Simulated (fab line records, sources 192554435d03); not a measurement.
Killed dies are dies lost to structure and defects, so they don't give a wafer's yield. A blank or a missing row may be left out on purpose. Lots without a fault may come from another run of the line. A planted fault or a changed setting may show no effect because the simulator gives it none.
Split-lot experiment | flow n5_finfet | 7 lots, 21 wafers read, on a route of 1938 steps

THE SPLIT
At N5_BEOL_M2_COAT_05 (resist thk 30 nm), the setting spin_rpm was moved away from the recipe's 1500 rpm on 8 of the 21 wafers read, by -5.0% to +6.8%. The other wafers ran this setting at the recipe's value.

FROM THE SPLIT TO THE READING: what the file shows between them, 2 steps
- N5_BEOL_M2_EBR_07
- N5_BEOL_M2_SOFTBAKE_06: time 60 s

THE READING
CAR-EUV_of_BEOL_M2_COAT_05.thk_nm (the simulator's own value, which no gauge read), in nm, at N5_BEOL_M2_DESCUM_16 (chemistry O2, time 7 s). The file gives no usual value for it. The 13 wafers here that ran the recipe average 26.1 nm, standard deviation 0.1 nm.

wafer  | tool, chamber at the split | spin_rpm as run, rpm | against the recipe | CAR-EUV_of_BEOL_M2_COAT_05.thk_nm, nm | against lot-mates on the recipe
L076.1 | litho_track-05, 0          | 1500                 | recipe             | 26                                    | -
L076.3 | litho_track-05, 0          | 1500                 | recipe             | 26                                    | -
L076.5 | litho_track-05, 0          | 1602                 | +6.8%              | 25                                    | -1.0
L085.3 | litho_track-05, 0          | 1425                 | -5.0%              | 26.8                                  | +0.8
L085.6 | litho_track-05, 0          | 1425                 | -5.0%              | 26.8                                  | +0.8
L085.4 | litho_track-05, 0          | 1500                 | recipe             | 26                                    | -
L086.1 | litho_track-05, 0          | 1500                 | recipe             | 26                                    | -
L086.2 | litho_track-05, 0          | 1500                 | recipe             | 26.2                                  | -
L086.3 | litho_track-05, 0          | 1500                 | recipe             | 26.2                                  | -
L090.3 | litho_track-01, 0          | 1500                 | recipe             | 26                                    | -
L090.4 | litho_track-01, 0          | 1575                 | +5.0%              | 25.4                                  | -0.6
L090.5 | litho_track-01, 0          | 1575                 | +5.0%              | 25.4                                  | -0.6
L092.2 | litho_track-05, 0          | 1500                 | recipe             | 26                                    | -
L092.3 | litho_track-05, 0          | 1500                 | recipe             | 26.2                                  | -
L092.6 | litho_track-05, 0          | 1451                 | -3.3%              | 26.6                                  | +0.5
L095.4 | litho_track-02, 0          | 1500                 | recipe             | 26.2                                  | -
L095.5 | litho_track-02, 0          | 1500                 | recipe             | 26.2                                  | -
L095.6 | litho_track-02, 0          | 1500                 | recipe             | 26.2                                  | -
L097.1 | litho_track-01, 0          | 1500                 | recipe             | 26.2                                  | -
L097.4 | litho_track-01, 0          | 1578                 | +5.2%              | 25.4                                  | -0.8
L097.5 | litho_track-01, 0          | 1578                 | +5.2%              | 25.2                                  | -1.0

THE FIT
A straight line over all 21 wafers: CAR-EUV_of_BEOL_M2_COAT_05.thk_nm changes by -0.149 nm for each +1% of spin_rpm; r = -0.98; the points scatter about the line by 0.094 nm.
The same after taking each lot's own level away (the mean of its wafers on the recipe; 21 wafers): -0.151 nm for each +1%; r = -0.98; scatter 0.087 nm.
On that fit, the largest move of spin_rpm shifts the reading by 1 nm.
The lots' own levels span 26.00 to 26.20 nm, that is 2.0 times the standard deviation above.
So the lot-to-lot level changes the slope little: the two slopes agree.
Check: with one of the wafers moved furthest among these (+6.8%) left out of the fit, the line predicts -1.03 nm for it against its lot-mates. It came out at -1 nm against them.

OTHER SPLITS ON THESE WAFERS
These wafers also went through other splits before the reading. Each is held against what the fit with the lots' levels taken away leaves over:
other split on the same wafers | wafers away from the commonest value | r with CAR-EUV_of_BEOL_M2_COAT_05.thk_nm (lot level and that fit taken away)
N5_BEOL_M1_ETCH_64 bias_w      | 6                                    | -0.45

THE WHOLE CHAIN: every reading that the file lists as answering this split, in the file's order
step                 | what it does           | reading                                                                            | change (the file's fit)               | r (the file's)
N5_BEOL_M2_COAT_05   | resist thk 30 nm       | CAR-EUV_of_BEOL_M2_COAT_05.thk_nm (the simulator's own value, which no gauge read) | -0.156 nm for each +1% of the setting | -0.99
N5_BEOL_M2_DESCUM_16 | chemistry O2, time 7 s | CAR-EUV_of_BEOL_M2_COAT_05.thk_nm (the simulator's own value, which no gauge read) | -0.15 nm for each +1% of the setting  | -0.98

THE FILE'S OWN FIT
CAR-EUV_of_BEOL_M2_COAT_05.thk_nm changes by -0.15 nm for each +1% of spin_rpm, r = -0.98.
